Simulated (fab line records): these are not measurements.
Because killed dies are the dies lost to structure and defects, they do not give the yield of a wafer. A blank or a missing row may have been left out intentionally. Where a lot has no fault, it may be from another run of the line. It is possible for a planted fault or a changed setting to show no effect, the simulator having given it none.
fab line records :: flow nandHarc
record:
  lots: 14
  wafers: 42
  lastDay: 24
route steps=1159 shown A_WL_FILL@833 A_CONTACT@849 END@1159
lots that met no fault: from a run of the same line without faults
startH: hours from the record's first day to the start of the lot's first wafer shown :: waitH: time in hours since the lot's previous step :: " same as the row above :: L1.1+2: a row that stands for several wafers :: - no value, or no start was given :: * or withheld: withheld :: < > ~ a bound
route shown NAME@n: a module of which the file shows steps, and the number in the route of the first :: usual: mean/standard deviation taken from wafers without a fault :: same: alike in all rows :: chamber/n: place in a boat :: sites: readings site by site :: _std_site: standard deviation across them :: _edge_site: inner sites' mean taken away from outer sites' mean :: radiusMm: for every site, how far away it sits from the centre of the wafer :: mask NAME#n: copy n :: behind: the tool/chamber that last shaped the wafer :: hold: what put the lot on hold/how long, in hours/how the hold closed :: device: the n, p or np transistor that did not switch :: end of line: the route-end tests of the same wafers :: a step without rows: its recipe alone :: killed: dies lost to structure and defects at the first sort, not the wafer's yield :: map: shows each die of a wafer: x if killed, . if not, _ if none is there
set.NAME: the setting that was run; set.NAME@STEP: the one run at that earlier step :: model.NAME: the simulator's own value behind a step, which no gauge read
one table for each step of the route and one row for each wafer, over a sample of lots
services: from which hour (startH, from the record's first day; less than 0 if before it) a tool's chamber was out of use, for how many hours, and why
== steps ==
step: NHARC_A_WL_FILL_CVD_20
recipe:
  targetThkA: 750
  tempC: 300
  pressureTorr: 40
  wf6FlowSccm: 40
  h2FlowSccm: 1600
  arFlowSccm: 1560
  timeS: 5064
  material: W
usual:
  heaterPowerW: 438/43
  throttleValvePct: 8.01/0.25
lot.wafer: L690.2
tool: cvdW-01
chamber: 0
startH: -
waitH: -
heaterPowerW: 426
throttleValvePct: 7.87

lot.wafer: L690.3
tool: cvdW-01
chamber: 1
startH: -
waitH: -
heaterPowerW: 460
throttleValvePct: 7.70

lot.wafer: L690.6
tool: cvdW-01
chamber: 0
startH: -
waitH: -
heaterPowerW: 424
throttleValvePct: 7.99

lot.wafer: L689.1
tool: cvdW-01
chamber: 0
startH: -
waitH: -
heaterPowerW: 431
throttleValvePct: 8.06

lot.wafer: L689.3
tool: cvdW-01
chamber: 0
startH: -
waitH: -
heaterPowerW: 430
throttleValvePct: 8.13

lot.wafer: L689.5
tool: cvdW-01
chamber: 1
startH: -
waitH: -
heaterPowerW: 453
throttleValvePct: 7.61

lot.wafer: L691.1
tool: cvdW-02
chamber: 1
startH: -
waitH: -
heaterPowerW: 386
throttleValvePct: 8.33

lot.wafer: L691.2
tool: cvdW-02
chamber: 0
startH: -
waitH: -
heaterPowerW: 538
throttleValvePct: 7.59

lot.wafer: L691.5
tool: cvdW-02
chamber: 1
startH: -
waitH: -
heaterPowerW: 406
throttleValvePct: 8.39

lot.wafer: L693.2
tool: cvdW-01
chamber: 1
startH: -
waitH: -
heaterPowerW: 450
throttleValvePct: 7.86

lot.wafer: L693.6
tool: cvdW-01
chamber: 0
startH: -
waitH: -
heaterPowerW: 422
throttleValvePct: 7.73

lot.wafer: L693.5
tool: cvdW-01
chamber: 1
startH: -
waitH: -
heaterPowerW: 463
throttleValvePct: 7.73

lot.wafer: L692.3
tool: cvdW-01
chamber: 1
startH: -
waitH: -
heaterPowerW: 456
throttleValvePct: 7.67

lot.wafer: L692.4
tool: cvdW-01
chamber: 0
startH: -
waitH: -
heaterPowerW: 423
throttleValvePct: 7.78

lot.wafer: L692.5
tool: cvdW-01
chamber: 1
startH: -
waitH: -
heaterPowerW: 449
throttleValvePct: 7.71

lot.wafer: L695.2
tool: cvdW-01
chamber: 0
startH: -
waitH: -
heaterPowerW: 429
throttleValvePct: 8.01

lot.wafer: L695.1
tool: cvdW-01
chamber: 1
startH: -
waitH: -
heaterPowerW: 466
throttleValvePct: 7.91

lot.wafer: L695.6
tool: cvdW-01
chamber: 1
startH: -
waitH: -
heaterPowerW: 462
throttleValvePct: 7.72

lot.wafer: L696.1
tool: cvdW-02
chamber: 1
startH: -
waitH: -
heaterPowerW: 367
throttleValvePct: 8.15

lot.wafer: L696.3
tool: cvdW-02
chamber: 0
startH: -
waitH: -
heaterPowerW: 504
throttleValvePct: 8.20

lot.wafer: L696.6
tool: cvdW-02
chamber: 0
startH: -
waitH: -
heaterPowerW: 487
throttleValvePct: 7.95

lot.wafer: L697.3
tool: cvdW-01
chamber: 1
startH: -
waitH: -
heaterPowerW: 461
throttleValvePct: 7.99

lot.wafer: L697.4
tool: cvdW-01
chamber: 0
startH: -
waitH: -
heaterPowerW: 425
throttleValvePct: 7.93

lot.wafer: L697.6
tool: cvdW-01
chamber: 0
startH: -
waitH: -
heaterPowerW: 425
throttleValvePct: 8.00

lot.wafer: L699.2
tool: cvdW-02
chamber: 1
startH: -
waitH: -
heaterPowerW: 370
throttleValvePct: 8.30

lot.wafer: L699.3
tool: cvdW-02
chamber: 0
startH: -
waitH: -
heaterPowerW: 505
throttleValvePct: 7.92

lot.wafer: L699.6
tool: cvdW-02
chamber: 1
startH: -
waitH: -
heaterPowerW: 376
throttleValvePct: 8.36

lot.wafer: L705.2
tool: cvdW-01
chamber: 0
startH: -
waitH: -
heaterPowerW: 437
throttleValvePct: 7.85

lot.wafer: L705.1
tool: cvdW-01
chamber: 1
startH: -
waitH: -
heaterPowerW: 448
throttleValvePct: 8.01

lot.wafer: L705.4
tool: cvdW-01
chamber: 1
startH: -
waitH: -
heaterPowerW: 456
throttleValvePct: 7.90

lot.wafer: L704.1
tool: cvdW-01
chamber: 0
startH: -
waitH: -
heaterPowerW: 442
throttleValvePct: 8.42

lot.wafer: L704.4
tool: cvdW-01
chamber: 1
startH: -
waitH: -
heaterPowerW: 443
throttleValvePct: 7.99

lot.wafer: L704.5
tool: cvdW-01
chamber: 1
startH: -
waitH: -
heaterPowerW: 458
throttleValvePct: 7.75

lot.wafer: L707.1
tool: cvdW-02
chamber: 1
startH: -
waitH: -
heaterPowerW: 374
throttleValvePct: 8.53

lot.wafer: L707.2
tool: cvdW-02
chamber: 0
startH: -
waitH: -
heaterPowerW: 491
throttleValvePct: 7.71

lot.wafer: L707.4
tool: cvdW-02
chamber: 0
startH: -
waitH: -
heaterPowerW: 486
throttleValvePct: 8.09

lot.wafer: L711.1
tool: cvdW-02
chamber: 1
startH: -
waitH: -
heaterPowerW: 375
throttleValvePct: 8.46

lot.wafer: L711.4
tool: cvdW-02
chamber: 1
startH: -
waitH: -
heaterPowerW: 373
throttleValvePct: 8.22

lot.wafer: L711.5
tool: cvdW-02
chamber: 0
startH: -
waitH: -
heaterPowerW: 473
throttleValvePct: 7.84

lot.wafer: L710.2
tool: cvdW-02
chamber: 1
startH: -
waitH: -
heaterPowerW: 368
throttleValvePct: 8.50

lot.wafer: L710.4
tool: cvdW-02
chamber: 0
startH: -
waitH: -
heaterPowerW: 489
throttleValvePct: 8.07

lot.wafer: L710.5
tool: cvdW-02
chamber: 1
startH: -
waitH: -
heaterPowerW: 382
throttleValvePct: 8.50
step: NHARC_A_WL_FILL_INSPECT_15
usual:
  rawDefectCount: 392/140
lot.wafer: L690.2
tool: defectInspect-02
chamber: -
startH: 361.73
waitH: 0.0
rawDefectCount: 480

lot.wafer: L690.3
tool: defectInspect-02
chamber: -
startH: 361.73
waitH: 0.0
rawDefectCount: 283

lot.wafer: L690.6
tool: defectInspect-02
chamber: -
startH: 361.73
waitH: 0.0
rawDefectCount: 454

lot.wafer: L689.1
tool: defectInspect-01
chamber: -
startH: 366.13
waitH: 0.0
rawDefectCount: 309

lot.wafer: L689.3
tool: defectInspect-01
chamber: -
startH: 366.13
waitH: 0.0
rawDefectCount: 304

lot.wafer: L689.5
tool: defectInspect-01
chamber: -
startH: 366.13
waitH: 0.0
rawDefectCount: 341

lot.wafer: L693.2
tool: defectInspect-02
chamber: -
startH: 372.88
waitH: 0.0
rawDefectCount: 366

lot.wafer: L693.5
tool: defectInspect-02
chamber: -
startH: 372.88
waitH: 0.0
rawDefectCount: 566

lot.wafer: L693.6
tool: defectInspect-02
chamber: -
startH: 372.88
waitH: 0.0
rawDefectCount: 290

lot.wafer: L691.1
tool: defectInspect-01
chamber: -
startH: 373.01
waitH: 0.0
rawDefectCount: 580

lot.wafer: L691.2
tool: defectInspect-01
chamber: -
startH: 373.01
waitH: 0.0
rawDefectCount: 672

lot.wafer: L691.5
tool: defectInspect-01
chamber: -
startH: 373.01
waitH: 0.0
rawDefectCount: 540

lot.wafer: L692.3
tool: defectInspect-01
chamber: -
startH: 377.24
waitH: 0.0
rawDefectCount: 486

lot.wafer: L692.4
tool: defectInspect-01
chamber: -
startH: 377.24
waitH: 0.0
rawDefectCount: 322

lot.wafer: L692.5
tool: defectInspect-01
chamber: -
startH: 377.24
waitH: 0.0
rawDefectCount: 485

lot.wafer: L695.1
tool: defectInspect-02
chamber: -
startH: 398.40
waitH: 0.0
rawDefectCount: 330

lot.wafer: L695.2
tool: defectInspect-02
chamber: -
startH: 398.40
waitH: 0.0
rawDefectCount: 387

lot.wafer: L695.6
tool: defectInspect-02
chamber: -
startH: 398.40
waitH: 0.0
rawDefectCount: 314

lot.wafer: L696.1
tool: defectInspect-02
chamber: -
startH: 413.28
waitH: 0.0
rawDefectCount: 442

lot.wafer: L696.3
tool: defectInspect-02
chamber: -
startH: 413.28
waitH: 0.0
rawDefectCount: 373

lot.wafer: L696.6
tool: defectInspect-02
chamber: -
startH: 413.28
waitH: 0.0
rawDefectCount: 391

lot.wafer: L697.3
tool: defectInspect-01
chamber: -
startH: 417.55
waitH: 0.0
rawDefectCount: 345

lot.wafer: L697.4
tool: defectInspect-01
chamber: -
startH: 417.55
waitH: 0.0
rawDefectCount: 232

lot.wafer: L697.6
tool: defectInspect-01
chamber: -
startH: 417.55
waitH: 0.0
rawDefectCount: 233

lot.wafer: L699.2
tool: defectInspect-01
chamber: -
startH: 422.33
waitH: 0.0
rawDefectCount: 411

lot.wafer: L699.3
tool: defectInspect-01
chamber: -
startH: 422.33
waitH: 0.0
rawDefectCount: 266

lot.wafer: L699.6
tool: defectInspect-01
chamber: -
startH: 422.33
waitH: 0.0
rawDefectCount: 663

lot.wafer: L705.1
tool: defectInspect-01
chamber: -
startH: 453.47
waitH: 0.0
rawDefectCount: 236

lot.wafer: L705.2
tool: defectInspect-01
chamber: -
startH: 453.47
waitH: 0.0
rawDefectCount: 395

lot.wafer: L705.4
tool: defectInspect-01
chamber: -
startH: 453.47
waitH: 0.0
rawDefectCount: 289

lot.wafer: L704.1
tool: defectInspect-02
chamber: -
startH: 459.75
waitH: 0.0
rawDefectCount: 265

lot.wafer: L704.4
tool: defectInspect-02
chamber: -
startH: 459.75
waitH: 0.0
rawDefectCount: 429

lot.wafer: L704.5
tool: defectInspect-02
chamber: -
startH: 459.75
waitH: 0.0
rawDefectCount: 421

lot.wafer: L707.1
tool: defectInspect-01
chamber: -
startH: 461.95
waitH: 0.1
rawDefectCount: 276

lot.wafer: L707.2
tool: defectInspect-01
chamber: -
startH: 461.95
waitH: 0.1
rawDefectCount: 650

lot.wafer: L707.4
tool: defectInspect-01
chamber: -
startH: 461.95
waitH: 0.1
rawDefectCount: 344

lot.wafer: L711.1
tool: defectInspect-01
chamber: -
startH: 490.62
waitH: 0.0
rawDefectCount: 511

lot.wafer: L711.4
tool: defectInspect-01
chamber: -
startH: 490.62
waitH: 0.0
rawDefectCount: 401

lot.wafer: L711.5
tool: defectInspect-01
chamber: -
startH: 490.62
waitH: 0.0
rawDefectCount: 577

lot.wafer: L710.2
tool: defectInspect-01
chamber: -
startH: 496.43
waitH: 0.0
rawDefectCount: 274

lot.wafer: L710.4
tool: defectInspect-01
chamber: -
startH: 496.43
waitH: 0.0
rawDefectCount: 256

lot.wafer: L710.5
tool: defectInspect-01
chamber: -
startH: 496.43
waitH: 0.0
rawDefectCount: 316
step: NHARC_A_CONTACT_SOFTBAKE_37
recipe:
  tempC: 105
  timeS: 55
usual:
  heaterPowerTotalW: 188.43/0.13
  plateTempC: 105.04/0.14
lot.wafer: L690.2
tool: lithoTrack-04
chamber: 0
startH: 366
waitH: -
heaterPowerTotalW: 188.40
plateTempC: 104.95

lot.wafer: L690.3
tool: lithoTrack-04
chamber: 0
startH: 366
waitH: -
heaterPowerTotalW: 188.48
plateTempC: 105.37

lot.wafer: L690.6
tool: lithoTrack-04
chamber: 0
startH: 366
waitH: -
heaterPowerTotalW: 188.65
plateTempC: 104.95

lot.wafer: L689.1
tool: lithoTrack-04
chamber: 0
startH: 370
waitH: -
heaterPowerTotalW: 188.35
plateTempC: 105.05

lot.wafer: L689.3
tool: lithoTrack-04
chamber: 0
startH: 370
waitH: -
heaterPowerTotalW: 188.46
plateTempC: 105.14

lot.wafer: L689.5
tool: lithoTrack-04
chamber: 0
startH: 370
waitH: -
heaterPowerTotalW: 188.30
plateTempC: 105.29

lot.wafer: L693.2
tool: lithoTrack-06
chamber: 0
startH: 377
waitH: -
heaterPowerTotalW: 188.33
plateTempC: 104.97

lot.wafer: L693.5
tool: lithoTrack-06
chamber: 0
startH: 377
waitH: -
heaterPowerTotalW: 188.61
plateTempC: 105.29

lot.wafer: L693.6
tool: lithoTrack-06
chamber: 0
startH: 377
waitH: -
heaterPowerTotalW: 188.71
plateTempC: 105.27

lot.wafer: L691.1
tool: lithoTrack-06
chamber: 0
startH: 377
waitH: -
heaterPowerTotalW: 188.65
plateTempC: 104.95

lot.wafer: L691.2
tool: lithoTrack-06
chamber: 0
startH: 377
waitH: -
heaterPowerTotalW: 188.52
plateTempC: 105.07

lot.wafer: L691.5
tool: lithoTrack-06
chamber: 0
startH: 377
waitH: -
heaterPowerTotalW: 188.43
plateTempC: 104.93

lot.wafer: L692.3
tool: lithoTrack-06
chamber: 0
startH: 382
waitH: -
heaterPowerTotalW: 188.33
plateTempC: 105.16

lot.wafer: L692.4
tool: lithoTrack-06
chamber: 0
startH: 382
waitH: -
heaterPowerTotalW: 188.75
plateTempC: 105.07

lot.wafer: L692.5
tool: lithoTrack-06
chamber: 0
startH: 382
waitH: -
heaterPowerTotalW: 188.38
plateTempC: 105.09

lot.wafer: L695.1
tool: lithoTrack-04
chamber: 0
startH: 401
waitH: -
heaterPowerTotalW: 188.53
plateTempC: 104.94

lot.wafer: L695.2
tool: lithoTrack-04
chamber: 0
startH: 401
waitH: -
heaterPowerTotalW: 188.62
plateTempC: 104.88

lot.wafer: L695.6
tool: lithoTrack-04
chamber: 0
startH: 401
waitH: -
heaterPowerTotalW: 188.35
plateTempC: 105.00

lot.wafer: L696.1
tool: lithoTrack-01
chamber: 0
startH: 419
waitH: -
heaterPowerTotalW: 188.43
plateTempC: 104.96

lot.wafer: L696.3
tool: lithoTrack-01
chamber: 0
startH: 419
waitH: -
heaterPowerTotalW: 188.41
plateTempC: 105.11

lot.wafer: L696.6
tool: lithoTrack-01
chamber: 0
startH: 419
waitH: -
heaterPowerTotalW: 188.39
plateTempC: 105.10

lot.wafer: L697.3
tool: lithoTrack-06
chamber: 0
startH: 421
waitH: -
heaterPowerTotalW: 188.34
plateTempC: 105.11

lot.wafer: L697.4
tool: lithoTrack-06
chamber: 0
startH: 421
waitH: -
heaterPowerTotalW: 188.28
plateTempC: 104.92

lot.wafer: L697.6
tool: lithoTrack-06
chamber: 0
startH: 421
waitH: -
heaterPowerTotalW: 188.26
plateTempC: 105.04

lot.wafer: L699.2
tool: lithoTrack-06
chamber: 0
startH: 425
waitH: -
heaterPowerTotalW: 188.42
plateTempC: 105.05

lot.wafer: L699.3
tool: lithoTrack-06
chamber: 0
startH: 425
waitH: -
heaterPowerTotalW: 188.35
plateTempC: 104.84

lot.wafer: L699.6
tool: lithoTrack-06
chamber: 0
startH: 425
waitH: -
heaterPowerTotalW: 188.48
plateTempC: 105.04

lot.wafer: L705.1
tool: lithoTrack-01
chamber: 0
startH: 456
waitH: -
heaterPowerTotalW: 185.39
plateTempC: 103.79

lot.wafer: L705.2
tool: lithoTrack-01
chamber: 0
startH: 456
waitH: -
heaterPowerTotalW: 185.57
plateTempC: 103.81

lot.wafer: L705.4
tool: lithoTrack-01
chamber: 0
startH: 456
waitH: -
heaterPowerTotalW: 185.64
plateTempC: 103.45

lot.wafer: L704.1
tool: lithoTrack-01
chamber: 0
startH: 463
waitH: -
heaterPowerTotalW: 185.55
plateTempC: 103.81

lot.wafer: L704.4
tool: lithoTrack-01
chamber: 0
startH: 463
waitH: -
heaterPowerTotalW: 185.45
plateTempC: 103.81

lot.wafer: L704.5
tool: lithoTrack-01
chamber: 0
startH: 463
waitH: -
heaterPowerTotalW: 185.75
plateTempC: 104.06

lot.wafer: L707.1
tool: lithoTrack-06
chamber: 0
startH: 465
waitH: -
heaterPowerTotalW: 188.67
plateTempC: 105.12

lot.wafer: L707.2
tool: lithoTrack-06
chamber: 0
startH: 465
waitH: -
heaterPowerTotalW: 188.44
plateTempC: 105.21

lot.wafer: L707.4
tool: lithoTrack-06
chamber: 0
startH: 465
waitH: -
heaterPowerTotalW: 188.66
plateTempC: 105.07

lot.wafer: L711.1
tool: lithoTrack-06
chamber: 0
startH: 495
waitH: -
heaterPowerTotalW: 188.36
plateTempC: 104.94

lot.wafer: L711.4
tool: lithoTrack-06
chamber: 0
startH: 495
waitH: -
heaterPowerTotalW: 188.49
plateTempC: 105.01

lot.wafer: L711.5
tool: lithoTrack-06
chamber: 0
startH: 495
waitH: -
heaterPowerTotalW: 188.42
plateTempC: 104.97

lot.wafer: L710.2
tool: lithoTrack-06
chamber: 0
startH: 499
waitH: -
heaterPowerTotalW: 188.45
plateTempC: 104.88

lot.wafer: L710.4
tool: lithoTrack-06
chamber: 0
startH: 499
waitH: -
heaterPowerTotalW: 188.29
plateTempC: 105.16

lot.wafer: L710.5
tool: lithoTrack-06
chamber: 0
startH: 499
waitH: -
heaterPowerTotalW: 188.64
plateTempC: 104.99
step: NHARC_A_CONTACT_ETCH_114
recipe:
  sourceW: withheld
  pressureMtorr: 20
  biasV: 3000
  timeS: 94
  targetDepthA: 9220
  arFlowSccm: withheld
  c4f8FlowSccm: withheld
  o2FlowSccm: withheld
  chemistry: C4F8/O2/Ar
lot.wafer: L690.2
tool: harCapEtch-01
chamber: 0
startH: 368.63
waitH: 0.1
rfHoursCounterH: 56

lot.wafer: L690.3
tool: harCapEtch-01
chamber: 1
startH: 368.63
waitH: 0.1
rfHoursCounterH: -

lot.wafer: L690.6
tool: harCapEtch-01
chamber: 1
startH: 368.63
waitH: 0.1
rfHoursCounterH: -

lot.wafer: L689.1
tool: harCapEtch-02
chamber: 1
startH: 372.55
waitH: 0.1
rfHoursCounterH: 9

lot.wafer: L689.3
tool: harCapEtch-02
chamber: 0
startH: 372.55
waitH: 0.1
rfHoursCounterH: -

lot.wafer: L689.5
tool: harCapEtch-02
chamber: 1
startH: 372.55
waitH: 0.1
rfHoursCounterH: -

lot.wafer: L693.2
tool: harCapEtch-01
chamber: 0
startH: 379.58
waitH: 0.1
rfHoursCounterH: 59

lot.wafer: L693.5
tool: harCapEtch-01
chamber: 0
startH: 379.58
waitH: 0.1
rfHoursCounterH: -

lot.wafer: L693.6
tool: harCapEtch-01
chamber: 1
startH: 379.58
waitH: 0.1
rfHoursCounterH: -

lot.wafer: L691.1
tool: harCapEtch-02
chamber: 1
startH: 380.54
waitH: 0.1
rfHoursCounterH: 12

lot.wafer: L691.2
tool: harCapEtch-02
chamber: 0
startH: 380.54
waitH: 0.1
rfHoursCounterH: 12

lot.wafer: L691.5
tool: harCapEtch-02
chamber: 1
startH: 380.54
waitH: 0.1
rfHoursCounterH: -

lot.wafer: L692.4
tool: harCapEtch-03
chamber: 1
startH: 384.41
waitH: 0.1
rfHoursCounterH: -

lot.wafer: L692.3
tool: harCapEtch-03
chamber: 0
startH: 384.41
waitH: 0.1
rfHoursCounterH: -

lot.wafer: L692.5
tool: harCapEtch-03
chamber: 0
startH: 384.41
waitH: 0.1
rfHoursCounterH: -

lot.wafer: L695.2
tool: harCapEtch-02
chamber: 0
startH: 403.92
waitH: 0.1
rfHoursCounterH: 16

lot.wafer: L695.1
tool: harCapEtch-02
chamber: 1
startH: 403.92
waitH: 0.1
rfHoursCounterH: 16

lot.wafer: L695.6
tool: harCapEtch-02
chamber: 1
startH: 403.92
waitH: 0.1
rfHoursCounterH: -

lot.wafer: L696.1
tool: harCapEtch-02
chamber: 0
startH: 422.09
waitH: 0.1
rfHoursCounterH: 18

lot.wafer: L696.3
tool: harCapEtch-02
chamber: 1
startH: 422.09
waitH: 0.1
rfHoursCounterH: -

lot.wafer: L696.6
tool: harCapEtch-02
chamber: 0
startH: 422.09
waitH: 0.1
rfHoursCounterH: -

lot.wafer: L697.4
tool: harCapEtch-01
chamber: 1
startH: 424.01
waitH: 0.1
rfHoursCounterH: -

lot.wafer: L697.3
tool: harCapEtch-01
chamber: 0
startH: 424.01
waitH: 0.1
rfHoursCounterH: -

lot.wafer: L697.6
tool: harCapEtch-01
chamber: 1
startH: 424.01
waitH: 0.1
rfHoursCounterH: -

lot.wafer: L699.2
tool: harCapEtch-02
chamber: 0
startH: 427.94
waitH: 0.1
rfHoursCounterH: 19

lot.wafer: L699.3
tool: harCapEtch-02
chamber: 0
startH: 427.94
waitH: 0.1
rfHoursCounterH: -

lot.wafer: L699.6
tool: harCapEtch-02
chamber: 1
startH: 427.94
waitH: 0.1
rfHoursCounterH: -

lot.wafer: L705.1
tool: harCapEtch-03
chamber: 1
startH: 459.06
waitH: 0.1
rfHoursCounterH: 96

lot.wafer: L705.2
tool: harCapEtch-03
chamber: 0
startH: 459.06
waitH: 0.1
rfHoursCounterH: 96

lot.wafer: L705.4
tool: harCapEtch-03
chamber: 1
startH: 459.06
waitH: 0.1
rfHoursCounterH: -

lot.wafer: L704.1
tool: harCapEtch-01
chamber: 1
startH: 465.61
waitH: 0.1
rfHoursCounterH: 74

lot.wafer: L704.4
tool: harCapEtch-01
chamber: 0
startH: 465.61
waitH: 0.1
rfHoursCounterH: -

lot.wafer: L704.5
tool: harCapEtch-01
chamber: 0
startH: 465.61
waitH: 0.1
rfHoursCounterH: -

lot.wafer: L707.2
tool: harCapEtch-01
chamber: 1
startH: 467.68
waitH: 0.1
rfHoursCounterH: 75

lot.wafer: L707.1
tool: harCapEtch-01
chamber: 0
startH: 467.68
waitH: 0.1
rfHoursCounterH: 75

lot.wafer: L707.4
tool: harCapEtch-01
chamber: 1
startH: 467.68
waitH: 0.1
rfHoursCounterH: -

lot.wafer: L711.1
tool: harCapEtch-03
chamber: 0
startH: 497.43
waitH: 0.1
rfHoursCounterH: 104

lot.wafer: L711.4
tool: harCapEtch-03
chamber: 1
startH: 497.43
waitH: 0.1
rfHoursCounterH: -

lot.wafer: L711.5
tool: harCapEtch-03
chamber: 1
startH: 497.43
waitH: 0.1
rfHoursCounterH: -

lot.wafer: L710.2
tool: harCapEtch-01
chamber: 0
startH: 502.05
waitH: 0.1
rfHoursCounterH: 81

lot.wafer: L710.4
tool: harCapEtch-01
chamber: 1
startH: 502.05
waitH: 0.1
rfHoursCounterH: -

lot.wafer: L710.5
tool: harCapEtch-01
chamber: 0
startH: 502.05
waitH: 0.1
rfHoursCounterH: -
step: NHARC_END_SORT_01
recipe:
  tempC: 25
usual:
  killedAtArray: 28/11
  killedAtOther: 0.8/1.3
  killedAtPeriphery: 3.6/2.5
  killedDies: 32/11
  killedOpen: 3.0/1.8
  killedShort: 2.0/1.5
same:
  grossDies: 677
lot.wafer: L696.1
tool: prober-01
chamber: 0
startH: 493.05
waitH: 2.5
killedAtArray: 11
killedAtOther: 0
killedAtPeriphery: 4
killedDies: 15
killedOpen: 1
killedShort: 1

lot.wafer: L696.3
tool: prober-01
chamber: 0
startH: 494.65
waitH: 3.1
killedAtArray: 7
killedAtOther: 0
killedAtPeriphery: 4
killedDies: 11
killedOpen: 1
killedShort: 1

lot.wafer: L696.6
tool: prober-01
chamber: 0
startH: 497.04
waitH: 4.0
killedAtArray: 14
killedAtOther: 0
killedAtPeriphery: 1
killedDies: 15
killedOpen: 2
killedShort: 1
killed by level:class
L696.1 A_STAIRCASE:chamberFilmFlake=5 P_GATE:chamberFilmFlake=3 A_CHANNEL_HOLE_D1:chamberFilmFlake=3 A_CHANNEL_FILL_D1:geometricParticle:open=1 A_BLC:geometricParticle:short=1 P_STI:chamberFilmFlake=1 A_CONTACT:chamberFilmFlake=1
L696.3 A_CONTACT:chamberFilmFlake=3 A_CONTACT:geometricParticle:short=1 A_M1:geometricParticle:open=1 P_STI:chamberFilmFlake=1 P_GATE:chamberFilmFlake=1 P_M2:chamberFilmFlake=1 P_BONDPAD:chamberFilmFlake=1 A_CHANNEL_HOLE_D1:chamberFilmFlake=1
L696.6 A_CHANNEL_HOLE_D1:chamberFilmFlake=7 A_CONTACT:chamberFilmFlake=2 A_ONON_D1:geometricParticle:open=1 A_CHANNEL_FILL_D1:geometricParticle:short=1 A_SLIT:geometricParticle:open=1 P_GATE:chamberFilmFlake=1 A_STAIRCASE:chamberFilmFlake=1 A_SLIT:chamberFilmFlake=1
== services ==
tool: lithoTrack-06
chamber: -
startH: 367.66
hours: -
kind: consumableReplace:filter

tool: cvdW-02
chamber: -
startH: 376.55
hours: 13.0
kind: pm

tool: cvdW-02
chamber: 0
startH: 376.55
hours: 13.0
kind: ventCycle

tool: cvdW-02
chamber: 1
startH: 376.55
hours: 13.0
kind: ventCycle

tool: cvdW-02
chamber: 0
startH: 389.55
hours: -
kind: clean

tool: cvdW-02
chamber: 1
startH: 389.55
hours: -
kind: clean

tool: lithoTrack-01
chamber: -
startH: 443.00
hours: 7.0
kind: pm

tool: lithoTrack-06
chamber: -
startH: 467.00
hours: 7.0
kind: pm

tool: lithoTrack-04
chamber: -
startH: 473.15
hours: -
kind: consumableReplace:filter

tool: cvdW-01
chamber: -
startH: 477.80
hours: 13.0
kind: pm

tool: cvdW-01
chamber: 0
startH: 477.80
hours: 13.0
kind: ventCycle

tool: cvdW-01
chamber: 1
startH: 477.80
hours: 13.0
kind: ventCycle

tool: cvdW-01
chamber: 0
startH: 490.80
hours: -
kind: clean

tool: cvdW-01
chamber: 1
startH: 490.80
hours: -
kind: clean

tool: lithoTrack-04
chamber: -
startH: 491.00
hours: 7.0
kind: pm
== key ==
firstSign:
  step: NHARC_A_CONTACT_SOFTBAKE_37
  reading: heaterPowerTotalW
  direction: down
  sigmas: 22
  usual: *
  struck: *
effect:
  step: NHARC_A_CONTACT_SOFTBAKE_37
  reading: plateTempC
  direction: down
  sigmas: 9
  usual: *
  struck: *
metAt NHARC_A_CONTACT_SOFTBAKE_37
struckLots L704,L705
testerLeftOut L704,L705
notActingAt NHARC_A_WL_FILL_CVD_20,NHARC_A_WL_FILL_INSPECT_15,NHARC_A_CONTACT_ETCH_114
onsetBetween 419 456
fault:
  kind: processParameterDrift
  tool: lithoTrack-01
  chamber: -
  onsetH: 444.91
  steps: NHARC_A_CONTACT_SOFTBAKE_37
  channel: tempC
  offset: *
  shape: step
  endH: 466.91
  actsIn: *
  stated: *
testerLeftOut: of these lots the tester's yield and bins aren't shown, on N5 and GAA mostly nor the transistor test; their killed dies are dies lost to structure and defects alone, not to doping, threshold or leakage, so they don't give the yield
